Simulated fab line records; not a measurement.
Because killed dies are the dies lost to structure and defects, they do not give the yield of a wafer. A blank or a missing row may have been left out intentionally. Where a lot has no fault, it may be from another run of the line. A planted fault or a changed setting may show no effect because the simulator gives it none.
fab line records	flow n5-finfet
[record] lots = 7	wafers = 39
route steps=1938 shown SD_EPI_P@306 MOL_CONTACT_COAG@579 BEOL_M0@731 BEOL_M2@882 BEOL_M9@1460
start-h: the number of hours between the record's first day and the start of the first shown wafer of the lot	wait-h: time in hours since the lot's previous step	" same as the row above	L1.1+2: a row that stands for several wafers	- no value present, or no start provided	* or withheld: withheld	< > ~ a bound
route shown NAME@n: names a module that has steps shown in the file, with the first one's number in the route	usual: mean and standard deviation over wafers with no fault	same: alike in all rows	chamber/n: place in a boat	sites: each site's reading	_std_site: their standard deviation	_edge_site: mean of outer sites minus mean of inner sites	radius-mm: for every site, how far away it sits from the centre of the wafer	mask NAME#n: copy n	behind: the tool/chamber that last shaped the wafer	hold: reason for holding the lot/hours on hold/outcome of the hold	device: names the non-switching transistor (n, p or np)	end of line: the same wafers' tests at the end of the route	a step given without rows: its recipe and nothing more	killed: the dies lost at the first sort to structure and to defects; this is not the yield of the wafer	map: shows each die of a wafer: x if killed, . if not, _ if none is there
set.NAME: the setting that was run; set.NAME@STEP: the one run at that earlier step	model.NAME: the simulator's own value behind a step, which no gauge read
lots run with intentionally changed settings; tables by step, rows by wafer
[[steps]]
[step N5_SD_EPI_P_DESCUM_14]
[recipe] chemistry = O2	time-s = 7.9	source-power-w = 50	bias-power-w = 20	pressure-mtorr = 20	rf-frequency-hz = 2.712e+07	temp-c = 40	resist = CAR-ArF-block	o2-flow-sccm = 225
lot.wafer	tool	chamber	start-h	wait-h	set.time-s	model.CAR-ArF-block_of_SD_EPI_P_COAT_03.thk-nm
L078.1	rie-diel-04	3	81.61	0.0	7.9	143
L078.2+5+6	"	0,1,0	"	"	7.9	142.8
L078.3	"	2	"	"	7.9	142.4
L078.4	"	1	"	"	7.9	142.6
L079.4+6	rie-diel-03	0,1	83.83	0.0	7.9	143.8
L079.5	"	2	"	"	7.9	144
L081.1	rie-diel-03	2	95.67	0.5	4.366	145.4
L081.2+6	"	0	"	"	7.9	143.4
L081.3	"	1	"	"	7.9	143.8
L081.4+5	"	3,1	"	"	4.366	145.8
L084.1	rie-diel-03	1	118.51	0.0	4.038	146.4
L084.2+4+5	"	0,2,2	"	"	7.9	144.2
L084.3	"	3	"	"	4.038	146.6
L084.6	"	1	"	"	4.038	146.8
L085.1	rie-diel-05	1	127.71	0.5	4.469	145.4
L085.2	"	3	"	"	7.9	143.2
L085.3+5	"	0	"	"	7.9	143.6
L085.4+6	"	3,1	"	"	4.469	146
L095.1	rie-diel-03	2	180.34	0.1	9.821	141.2
L095.2+5	"	1,0	"	"	7.9	142.8
L095.3	"	0	"	"	9.821	141.8
L095.4	"	1	"	"	9.821	142
L095.6	"	2	"	"	7.9	143.4
L097.1	rie-diel-05	2	192.22	0.4	12.38	141.8
L097.2	"	0	"	"	7.9	145
L097.3	"	1	"	"	12.38	142.6
L097.4	"	0	"	"	12.38	142.2
L097.5	"	2	"	"	7.9	144.6
L097.6	"	1	"	"	7.9	144.4
[step N5_MOL_CONTACT_COAG_ALD_131]
[recipe] material = SiO2	target-thk-a = 50	temp-c = 100	ald-precursor-family = BDEAS	ald-co-reactant = O2-plasma	pulse-time-s = 1	co-reactant-pulse-time-s = 1	purge-time-s = 2	co-reactant-purge-time-s = 2	ald-cycles = 35	pressure-torr = 2
lot.wafer	tool	chamber	start-h	wait-h	set.ald-cycles	model.SiO2_of_MOL_CONTACT_COAG_ALD_131.thk-nm
L078.1+3+5	ald-sin-02	3,1,0	128.90	0.1	15	2.2
L078.2+4+6	"	2,0,3	"	"	35	5
L079.4+5+6	ald-sin-03	1,0,1	130.72	0.6	35	5
L081.1+3+4	ald-sin-01	2,1,3	143.56	0.1	35	5
L081.2+6	"	0,1	"	"	26	3.6
L081.5	"	2	"	"	26	3.8
L084.1+2+5	ald-sin-03	2,1,2	165.86	0.1	35	5
L084.3+4+6	"	3,0,1	"	"	28	4
L085.1+2+5	ald-sin-01	0,1,2	169.42	0.1	35	5
L085.3+4	"	3,2	"	"	47	6.8
L085.6	"	1	"	"	47	6.6
L095.1+4+5	ald-sin-03	1,2,2	223.99	0.6	25	3.6
L095.2+3+6	"	0,3,1	"	"	35	5
L097.1+2+3+4+5+6	ald-sin-03	2,3,1,0,3,2	235.61	0.1	35	5
[step N5_BEOL_M0_ALD_136]
[recipe] material = TaN	target-thk-a = *	temp-c = 275	ald-precursor-family = PDMAT	ald-co-reactant = NH3	pressure-torr = 3	carrier-flow-sccm = 1500	pulse-time-s = 2	purge-time-s = 3	co-reactant-purge-time-s = 2	co-reactant-pulse-time-s = 3	ald-cycles = 30	precursor-vessel-temp-c = 75	precursor-vessel-pressure-torr = 26.25	precursor-vessel-carrier-sccm = 1000
lot.wafer	tool	chamber	start-h	wait-h	set.ald-cycles	model.TaN_of_BEOL_M0_ALD_136.thk-nm
L078.1	ald-metal-03	3	145.78	0.0	30	*
L078.2+5	"	0,1	"	"	30	*
L078.3+4+6	"	1,2,2	"	"	23	*
L079.4+5+6	ald-metal-02	1,2,1	149.04	0.1	30	*
L081.1+2+6	ald-metal-01	0,1,3	162.82	0.0	30	*
L081.3+4+5	"	2,3,2	"	"	37	*
L084.1+2+4	ald-metal-01	0,1,3	185.29	0.1	30	*
L084.3+5+6	"	2,0,3	"	"	38	*
L085.1+3+4+5+6	ald-metal-01	3,1,0,3,0	189.52	0.0	30	*
L085.2	"	2	"	"	30	*
L095.1+5+6	ald-metal-02	1,2,1	241.47	0.0	44	*
L095.2+3	"	3,2	"	"	30	*
L095.4	"	0	"	"	30	*
L097.1+5+6	ald-metal-03	2,0,1	251.80	0.1	17	*
L097.2+4	"	1,0	"	"	30	*
L097.3	"	3	"	"	30	*
[step N5_BEOL_M0_SURFACE_TREAT_137]
[recipe] gas = Ar	time-s = *	ion-energy-ev = *	ion-current-ma-cm2 = 0.5	pressure-mtorr = *	ar-flow-sccm = 30
[step N5_BEOL_M0_CVD_115]
[recipe] material = Co	target-thk-a = *	temp-c = withheld	precursor = CCTBA/H2	pressure-torr = 30	time-s = 120
[step N5_BEOL_M0_ECD_118]
[recipe] material = Cu	target-thk-a = 3000
[step N5_BEOL_M0_ANNEAL_119]
[recipe] temp-c = 225	time-s = 90	ambient = N2
[step N5_BEOL_M0_CMP_120]
[recipe] stop-on = SiOC	t-overpolish-s = 6.9	down-force-psi = 1	platen-rpm = 50	clearing-platen-down-force-psi = 1.5	clearing-platen-rpm = 50	post-cmp-clean = cu-alkaline	clearing-platen-pad-velocity-m-s = 0.99484	pad-velocity-m-s = 0.99484
[usual] barrier-field-endpoint-s = 3.72/0.13
lot.wafer	tool	chamber	start-h	wait-h	set.ald-cycles@BEOL_M0_ALD_136	barrier-field-endpoint-s
L078.3	cmp-03	3	148.71	0.2	23	3.14
L078.2	"	0	"	"	30	3.69
L078.1	"	1	"	"	30	3.50
L078.4	"	2	"	"	23	3.11
L078.5	"	3	"	"	30	3.63
L078.6	"	0	"	"	23	3.10
L079.4	cmp-03	0	150.97	0.2	30	3.82
L079.6	"	2	"	"	30	3.67
L079.5	"	3	"	"	30	3.63
L081.1	cmp-02	0	164.22	0.3	30	3.70
L081.2	"	1	"	"	30	3.63
L081.3	"	2	"	"	37	3.96
L081.4	"	3	"	"	37	4.03
L081.6	"	0	"	"	30	3.76
L081.5	"	1	"	"	37	3.95
L084.2	cmp-04	2	186.65	0.2	30	3.82
L084.4	"	3	"	"	30	3.85
L084.1	"	0	"	"	30	3.54
L084.3	"	1	"	"	38	4.39
L084.6	"	2	"	"	38	4.34
L084.5	"	3	"	"	38	4.35
L085.3	cmp-02	1	192.40	0.3	30	3.84
L085.4	"	2	"	"	30	3.68
L085.2	"	3	"	"	30	3.63
L085.1	"	0	"	"	30	3.87
L085.5	"	1	"	"	30	3.58
L085.6	"	2	"	"	30	3.58
L095.3	cmp-03	2	242.92	0.2	30	3.86
L095.4	"	3	"	"	30	3.97
L095.2	"	0	"	"	30	3.83
L095.1	"	1	"	"	44	4.52
L095.6	"	2	"	"	44	4.77
L095.5	"	3	"	"	44	4.81
L097.4	cmp-03	1	254.76	0.1	30	3.75
L097.1	"	2	"	"	17	3.01
L097.2	"	3	"	"	30	3.93
L097.3	"	0	"	"	30	3.77
L097.5	"	1	"	"	17	2.94
L097.6	"	2	"	"	17	2.89
[step N5_BEOL_M2_ALD_98]
[recipe] material = SiO2	target-thk-a = 25	temp-c = 100	ald-precursor-family = BDEAS	ald-co-reactant = O2-plasma	pulse-time-s = 1	co-reactant-pulse-time-s = 1	purge-time-s = 2	co-reactant-purge-time-s = 2	ald-cycles = 17	pressure-torr = 2
lot.wafer	tool	chamber	start-h	wait-h	set.ald-cycles	model.SiO2_of_BEOL_M2_ALD_98.thk-nm
L078.1+2+4	ald-sin-04	1,0,2	164.55	0.1	23	3.4
L078.3	"	3	"	"	17	2.6
L078.5+6	"	3,0	"	"	17	2.4
L079.4+5	ald-sin-04	0,2	165.57	0.2	17	2.4
L079.6	"	1	"	"	17	2.6
L081.1	ald-sin-03	2	176.07	0.1	17	2.4
L081.2+3+4+5+6	"	1,3,0,1,2	"	"	17	2.6
L084.1+5	ald-sin-01	2	197.91	0.2	17	2.4
L084.2+3+4+6	"	0,3,1,3	"	"	17	2.6
L085.1+3+6	ald-sin-01	0,2,2	202.02	0.2	21	3
L085.2+4+5	"	1,3,3	"	"	17	2.4
L095.1+3+4+5+6	ald-sin-01	2,0,1,0,1	256.21	0.1	17	2.4
L095.2	"	3	"	"	17	2.6
L097.1+2+5	ald-sin-01	0,3,3	276.45	1.3	17	2.6
L097.3+4+6	"	2,0,2	"	"	21	3
[step N5_BEOL_M2_TRENCH_ETCH_37]
[recipe] chemistry = C4F6/O2	target-depth-a = 555.55	target = SiOC	time-s = 29.2	ion-energy-ev = 250	pressure-mtorr = 30	source-w = 355	bias-w = 185	Ar_flow_sccm = 300	C4F6_flow_sccm = 10	O2_flow_sccm = 10
lot.wafer	tool	chamber	start-h	wait-h	set.time-s	model.BEOL_M2.feature-depth-nm	model.etch.depth-nm
L078.1	rie-diel-01	3	-	-	29.2	54.6	54.59
L078.2	"	1	"	"	36.93	69	68.93
L078.3	"	0	"	"	29.2	54.8	54.87
L078.4	"	0	"	"	29.2	54.6	54.7
L078.5	"	1	"	"	36.93	69	68.9
L078.6	"	3	"	"	36.93	68.4	68.37
L079.4	rie-diel-02	0	-	-	29.2	55.4	55.38
L079.5	"	3	"	"	29.2	56	55.93
L079.6	"	0	"	"	29.2	55.6	55.64
L081.1	rie-diel-02	0	-	-	18.66	35.6	35.68
L081.2	"	3	"	"	29.2	55.6	55.52
L081.3	"	2	"	"	29.2	55.6	55.61
L081.4	"	1	"	"	18.66	36.2	36.21
L081.5	"	1	"	"	29.2	56.6	56.54
L081.6	"	2	"	"	18.66	35.6	35.59
L084.1	rie-diel-01	2	-	-	29.2	55.4	55.44
L084.2	"	1	"	"	29.2	53.6	53.65
L084.3	"	0	"	"	29.2	55.4	55.39
L084.4	"	3	"	"	29.2	54	54.01
L084.5	"	3	"	"	29.2	54.2	54.21
L084.6	"	2	"	"	29.2	54.8	54.73
L085.1	rie-diel-01	1	-	-	29.2	53.4	53.48
L085.2	"	3	"	"	29.2	54	53.94
L085.3	"	2	"	"	29.2	55.2	55.19
L085.4	"	0	"	"	29.2	55	55.04
L085.5	"	2	"	"	29.2	55.4	55.39
L085.6	"	3	"	"	29.2	54	53.97
L095.1	rie-diel-02	0	-	-	39.47	75.2	75.12
L095.2	"	2	"	"	39.47	74.8	74.76
L095.3	"	3	"	"	29.2	54.8	54.9
L095.4	"	2	"	"	29.2	55.2	55.13
L095.5	"	3	"	"	39.47	73.8	73.83
L095.6	"	0	"	"	29.2	54.8	54.75
L097.1	rie-diel-01	0	-	-	37.65	72.8	72.82
L097.2	"	3	"	"	29.2	54.4	54.44
L097.3	"	2	"	"	37.65	70.8	70.89
L097.4	"	2	"	"	29.2	55.2	55.17
L097.5	"	3	"	"	37.65	70	70.07
L097.6	"	0	"	"	29.2	56.8	56.75
[step N5_BEOL_M2_ETCH_41]
[recipe] chemistry = CH3F/O2	target = SiCN	target-depth-a = 299	taper-deg = 2	time-s = 52.5	ion-energy-ev = 120	mask-material = TiN	pressure-mtorr = 30	source-w = 395	bias-w = 75	Ar_flow_sccm = 150	CH3F_flow_sccm = 30	O2_flow_sccm = 20
[step N5_BEOL_M2_STRIP_97]
[recipe] chemistry = N2/H2	time-s = 10	power-w = 450	temp-c = 40	pressure-mtorr = 20	rf-frequency-hz = 6e+07	bias-power-w = 7	n2-flow-sccm = 200	h2-flow-sccm = 200
[step N5_BEOL_M2_OCD_MEAS_38]
[usual] trench-depth-nm = 55.2/0.78
lot.wafer	tool	chamber	start-h	wait-h	set.time-s@BEOL_M2_TRENCH_ETCH_37	trench-depth-nm
L078.1	ocd-02	-	167.73	-	29.2	54.9
L078.2	"	-	"	"	36.93	68.6
L078.3	"	-	"	"	29.2	54.7
L078.4	"	-	"	"	29.2	54.8
L078.5	"	-	"	"	36.93	69.0
L078.6	"	-	"	"	36.93	68.7
L079.4	ocd-02	-	169.28	-	29.2	55.1
L079.5	"	-	"	"	29.2	55.4
L079.6	"	-	"	"	29.2	56.0
L081.1	ocd-01	-	176.60	-	18.66	35.8
L081.2	"	-	"	"	29.2	55.4
L081.3	"	-	"	"	29.2	55.2
L081.4	"	-	"	"	18.66	36.8
L081.5	"	-	"	"	29.2	56.1
L081.6	"	-	"	"	18.66	34.9
L084.1	ocd-02	-	199.05	-	29.2	55.5
L084.2	"	-	"	"	29.2	53.6
L084.3	"	-	"	"	29.2	55.2
L084.4	"	-	"	"	29.2	53.8
L084.5	"	-	"	"	29.2	54.0
L084.6	"	-	"	"	29.2	54.7
L085.1	ocd-01	-	204.64	-	29.2	53.6
L085.2	"	-	"	"	29.2	54.0
L085.3	"	-	"	"	29.2	55.5
L085.4	"	-	"	"	29.2	55.0
L085.5	"	-	"	"	29.2	55.1
L085.6	"	-	"	"	29.2	54.4
L095.1	ocd-02	-	265.25	-	39.47	75.1
L095.2	"	-	"	"	39.47	74.8
L095.3	"	-	"	"	29.2	55.4
L095.4	"	-	"	"	29.2	55.2
L095.5	"	-	"	"	39.47	73.9
L095.6	"	-	"	"	29.2	54.6
L097.1	ocd-02	-	280.29	-	37.65	73.0
L097.2	"	-	"	"	29.2	54.4
L097.3	"	-	"	"	37.65	70.7
L097.4	"	-	"	"	29.2	54.9
L097.5	"	-	"	"	37.65	70.2
L097.6	"	-	"	"	29.2	56.5
[step N5_BEOL_M2_HM_STRIP_39]
[recipe] chemistry = peroxide-tin-strip	material = TiN	target-depth-a = 250	temp-c = 50	time-s = 158
[step N5_BEOL_M2_SRD_40]
[recipe] time-s = 30	temp-c = 23	rinse-liquid = diw	dry = ipa-marangoni
[step N5_BEOL_M2_ECD_50]
[recipe] material = Cu	target-thk-a = 3000
[step N5_BEOL_M2_ANNEAL_51]
[recipe] temp-c = 225	time-s = 90	ambient = N2
[step N5_BEOL_M2_CMP_52]
[recipe] stop-on = SiOC	t-overpolish-s = 6.8	down-force-psi = 1	platen-rpm = 50	clearing-platen-down-force-psi = 1.5	clearing-platen-rpm = 50	post-cmp-clean = cu-alkaline	target-thk-nm = 40	clearing-platen-pad-velocity-m-s = 0.99484	pad-velocity-m-s = 0.99484
lot.wafer	tool	chamber	start-h	wait-h	set.time-s@BEOL_M2_TRENCH_ETCH_37	model.Cu_of_BEOL_M2_ECD_50.thk-nm
L078.2	cmp-03	0	171.38	0.2	36.93	52.8
L078.1	"	1	"	"	29.2	39
L078.3	"	2	"	"	29.2	39.4
L078.4	"	3	"	"	29.2	39.8
L078.6	"	0	"	"	36.93	51.8
L078.5	"	1	"	"	36.93	53.6
L079.4	cmp-03	1	174.65	0.2	29.2	40
L079.6	"	3	"	"	29.2	40.2
L079.5	"	0	"	"	29.2	41.2
L081.4	cmp-02	1	180.17	0.1	18.66	18.6
L081.1	"	2	"	"	18.66	17.2
L081.3	"	3	"	"	29.2	37.6
L081.2	"	0	"	"	29.2	38.8
L081.5	"	1	"	"	29.2	40.2
L081.6	"	2	"	"	18.66	18.2
L084.4	cmp-03	0	202.63	0.1	29.2	36.2
L084.2	"	1	"	"	29.2	36.8
L084.3	"	2	"	"	29.2	40
L084.1	"	3	"	"	29.2	39.4
L084.6	"	0	"	"	29.2	38.4
L084.5	"	1	"	"	29.2	38
L085.3	cmp-03	1	208.04	0.2	29.2	40.2
L085.2	"	2	"	"	29.2	38.6
L085.4	"	3	"	"	29.2	40
L085.1	"	0	"	"	29.2	37.4
L085.5	"	1	"	"	29.2	40.6
L085.6	"	2	"	"	29.2	39.8
L095.2	cmp-03	2	268.60	0.2	39.47	59.4
L095.3	"	3	"	"	29.2	41.4
L095.1	"	0	"	"	39.47	60.4
L095.4	"	1	"	"	29.2	40
L095.6	"	2	"	"	29.2	40.6
L095.5	"	3	"	"	39.47	59.6
L097.2	cmp-02	2	283.55	0.2	29.2	37.2
L097.1	"	3	"	"	37.65	58
L097.3	"	0	"	"	37.65	56
L097.4	"	1	"	"	29.2	39.2
L097.5	"	2	"	"	37.65	52.6
L097.6	"	3	"	"	29.2	41.2
[step N5_BEOL_M2_THK_MEAS_53]
[recipe] thk-meas-gauge = xrf	reads = Cu_of_BEOL_M2_ECD_50
[usual] M2_THK = 38.3/1.3
lot.wafer	tool	chamber	start-h	wait-h	set.time-s@BEOL_M2_TRENCH_ETCH_37	M2_THK[nm]
L078.1	film-metro-02	-	171.67	-	29.2	37.9
L078.2	"	-	"	"	36.93	50.9
L078.3	"	-	"	"	29.2	38.1
L078.4	"	-	"	"	29.2	38.4
L078.5	"	-	"	"	36.93	51.9
L078.6	"	-	"	"	36.93	50.0
L079.4	film-metro-01	-	174.87	-	29.2	38.7
L079.5	"	-	"	"	29.2	40.0
L079.6	"	-	"	"	29.2	39.0
L081.1	film-metro-02	-	180.46	-	18.66	16.7
L081.2	"	-	"	"	29.2	37.5
L081.3	"	-	"	"	29.2	36.5
L081.4	"	-	"	"	18.66	18.1
L081.5	"	-	"	"	29.2	39.0
L081.6	"	-	"	"	18.66	17.6
L084.1	film-metro-02	-	202.92	-	29.2	38.2
L084.2	"	-	"	"	29.2	35.8
L084.3	"	-	"	"	29.2	38.6
L084.4	"	-	"	"	29.2	35.0
L084.5	"	-	"	"	29.2	36.7
L084.6	"	-	"	"	29.2	37.2
L085.1	film-metro-02	-	208.34	-	29.2	36.3
L085.2	"	-	"	"	29.2	37.5
L085.3	"	-	"	"	29.2	39.3
L085.4	"	-	"	"	29.2	38.8
L085.5	"	-	"	"	29.2	39.5
L085.6	"	-	"	"	29.2	38.8
L095.1	film-metro-02	-	268.90	-	39.47	58.8
L095.2	"	-	"	"	39.47	57.8
L095.3	"	-	"	"	29.2	40.3
L095.4	"	-	"	"	29.2	39.1
L095.5	"	-	"	"	39.47	57.7
L095.6	"	-	"	"	29.2	39.3
L097.1	film-metro-01	-	283.85	-	37.65	55.8
L097.2	"	-	"	"	29.2	36.0
L097.3	"	-	"	"	37.65	54.4
L097.4	"	-	"	"	29.2	37.9
L097.5	"	-	"	"	37.65	50.9
L097.6	"	-	"	"	29.2	40.1
[step N5_BEOL_M2_PRE_CLEAN_60]
[recipe] gas = NH3/H2	time-s = 15	temp-c = *	rf-power-w = 300
[step N5_BEOL_M2_CO_CAP_55]
[recipe] material = Co	target-thk-a = 20	temp-c = 200	precursor = CCTBA/H2	pressure-torr = 30	time-s = 102.1
[step N5_BEOL_M2_PRE_CLEAN_56]
[recipe] gas = NH3	time-s = 15	temp-c = withheld	rf-power-w = 300
[step N5_BEOL_M2_DEP_57]
[recipe] material = SiCN	target-thk-a = 80	temp-c = withheld	precursor = 3MS/NH3	pressure-torr = 3	rf-w = 202	time-s = 14
[step N5_BEOL_M2_RS_MEAS_58]
[recipe] thk-meas-gauge = four-point-probe	reads = Co_of_BEOL_M2_CO_CAP_55+Cu_of_BEOL_M2_ECD_50+Co_of_BEOL_M2_CVD_47+TaN_of_BEOL_M2_ALD_84
[usual] M2_RS = 0.68/0.03
lot.wafer	tool	chamber	start-h	wait-h	set.time-s@BEOL_M2_TRENCH_ETCH_37	M2_RS[ohm/sq]
L078.1	film-metro-02	-	172.00	0.0	29.2	0.69
L078.2	"	-	"	"	36.93	0.47
L078.3	"	-	"	"	29.2	0.68
L078.4	"	-	"	"	29.2	0.67
L078.5	"	-	"	"	36.93	0.46
L078.6	"	-	"	"	36.93	0.48
L079.4	film-metro-01	-	175.13	0.0	29.2	0.67
L079.5	"	-	"	"	29.2	0.64
L079.6	"	-	"	"	29.2	0.66
L081.1	film-metro-01	-	180.74	0.1	18.66	2.10
L081.2	"	-	"	"	29.2	0.70
L081.3	"	-	"	"	29.2	0.72
L081.4	"	-	"	"	18.66	1.87
L081.5	"	-	"	"	29.2	0.66
L081.6	"	-	"	"	18.66	1.94
L084.1	film-metro-01	-	203.20	0.1	29.2	0.68
L084.2	"	-	"	"	29.2	0.74
L084.3	"	-	"	"	29.2	0.67
L084.4	"	-	"	"	29.2	0.76
L084.5	"	-	"	"	29.2	0.71
L084.6	"	-	"	"	29.2	0.71
L085.1	film-metro-01	-	208.60	0.0	29.2	0.73
L085.2	"	-	"	"	29.2	0.70
L085.3	"	-	"	"	29.2	0.66
L085.4	"	-	"	"	29.2	0.67
L085.5	"	-	"	"	29.2	0.65
L085.6	"	-	"	"	29.2	0.67
L095.1	film-metro-02	-	269.16	0.0	39.47	0.40
L095.2	"	-	"	"	39.47	0.41
L095.3	"	-	"	"	29.2	0.64
L095.4	"	-	"	"	29.2	0.67
L095.5	"	-	"	"	39.47	0.41
L095.6	"	-	"	"	29.2	0.66
L097.1	film-metro-01	-	284.11	0.0	37.65	0.42
L097.2	"	-	"	"	29.2	0.74
L097.3	"	-	"	"	37.65	0.44
L097.4	"	-	"	"	29.2	0.69
L097.5	"	-	"	"	37.65	0.47
L097.6	"	-	"	"	29.2	0.64
[step N5_BEOL_M9_CVD_78]
[recipe] material = Co	target-thk-a = 20	temp-c = withheld	precursor = CCTBA/H2	pressure-torr = 30	time-s = 138.9
lot.wafer	tool	chamber	start-h	wait-h	set.target-thk-a	model.Co_of_BEOL_M9_CVD_78.thk-nm
L078.1+4+6	cvd-co-02	2,2,0	231.92	0.0	23.64	2.4
L078.2+3+5	"	1,0,1	"	"	20	2
L079.4+5+6	cvd-co-02	2,0,1	242.68	0.2	20	2
L081.1	cvd-co-01	2	245.57	0.3	14.5	1.8
L081.2	"	1	"	"	14.5	1.4
L081.3	"	0	"	"	14.5	1.6
L081.4	"	2	"	"	20	2.4
L081.5+6	"	1,0	"	"	20	2
L084.1+3+5	cvd-co-01	0,1,1	264.74	0.3	20	2
L084.2+4+6	"	2,0,2	"	"	20	2.2
L085.1+4	cvd-co-02	2,0	270.09	0.0	27.05	2.6
L085.2+5	"	0,2	"	"	20	2
L085.3	"	1	"	"	20	1.8
L085.6	"	1	"	"	27.05	2.4
L095.1+4	cvd-co-02	2	347.12	0.0	23.98	2.4
L095.2	"	0	"	"	23.98	2.6
L095.3	"	0	"	"	20	2.2
L095.5+6	"	0,2	"	"	20	2
L097.1+4	cvd-co-02	0,2	361.32	0.0	26.27	2.6
L097.2	"	2	"	"	26.27	2.8
L097.3+5	"	1	"	"	20	1.8
L097.6	"	0	"	"	20	2
[[key]]
[split] step = N5_SD_EPI_P_DESCUM_14	setting = time-s	stated = 7.9	by = wafer
[response] step = N5_SD_EPI_P_DESCUM_14	reading = model.CAR-ArF-block_of_SD_EPI_P_COAT_03.thk-nm	change = -0.0482	per = 1%	r = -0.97
[split] step = N5_MOL_CONTACT_COAG_ALD_131	setting = ald-cycles	stated = 35	by = wafer
[response] step = N5_MOL_CONTACT_COAG_ALD_131	reading = model.SiO2_of_MOL_CONTACT_COAG_ALD_131.thk-nm	change = +0.0497	per = 1%	r = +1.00
[split] step = N5_BEOL_M0_ALD_136	setting = ald-cycles	stated = 30	by = wafer
[response] step = N5_BEOL_M0_ALD_136	reading = model.TaN_of_BEOL_M0_ALD_136.thk-nm	change = *	per = 1%	r = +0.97
[response] step = N5_BEOL_M0_CMP_120	reading = barrier-field-endpoint-s	change = +0.0188	per = 1%	r = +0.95
[split] step = N5_BEOL_M2_ALD_98	setting = ald-cycles	stated = 17	by = wafer
[response] step = N5_BEOL_M2_ALD_98	reading = model.SiO2_of_BEOL_M2_ALD_98.thk-nm	change = +0.024	per = 1%	r = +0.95
[split] step = N5_BEOL_M2_TRENCH_ETCH_37	setting = time-s	stated = 29.2	by = wafer
[response] step = N5_BEOL_M2_TRENCH_ETCH_37	reading = model.BEOL_M2.feature-depth-nm	change = +0.551	per = 1%	r = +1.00
[response] step = N5_BEOL_M2_TRENCH_ETCH_37	reading = model.etch.depth-nm	change = +0.55	per = 1%	r = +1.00
[response] step = N5_BEOL_M2_OCD_MEAS_38	reading = trench-depth-nm	change = +0.547	per = 1%	r = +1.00
[response] step = N5_BEOL_M2_CMP_52	reading = model.Cu_of_BEOL_M2_ECD_50.thk-nm	change = +0.552	per = 1%	r = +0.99
[response] step = N5_BEOL_M2_THK_MEAS_53	reading = M2_THK	change = +0.533	per = 1%	r = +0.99
[response] step = N5_BEOL_M2_RS_MEAS_58	reading = M2_RS	shape = bent	at-lowest = 1.97	at-stated = 0.68	at-highest = 0.40
[split] step = N5_BEOL_M9_CVD_78	setting = target-thk-a	stated = 20	by = wafer
[response] step = N5_BEOL_M9_CVD_78	reading = model.Co_of_BEOL_M9_CVD_78.thk-nm	change = +0.0205	per = 1%	r = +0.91
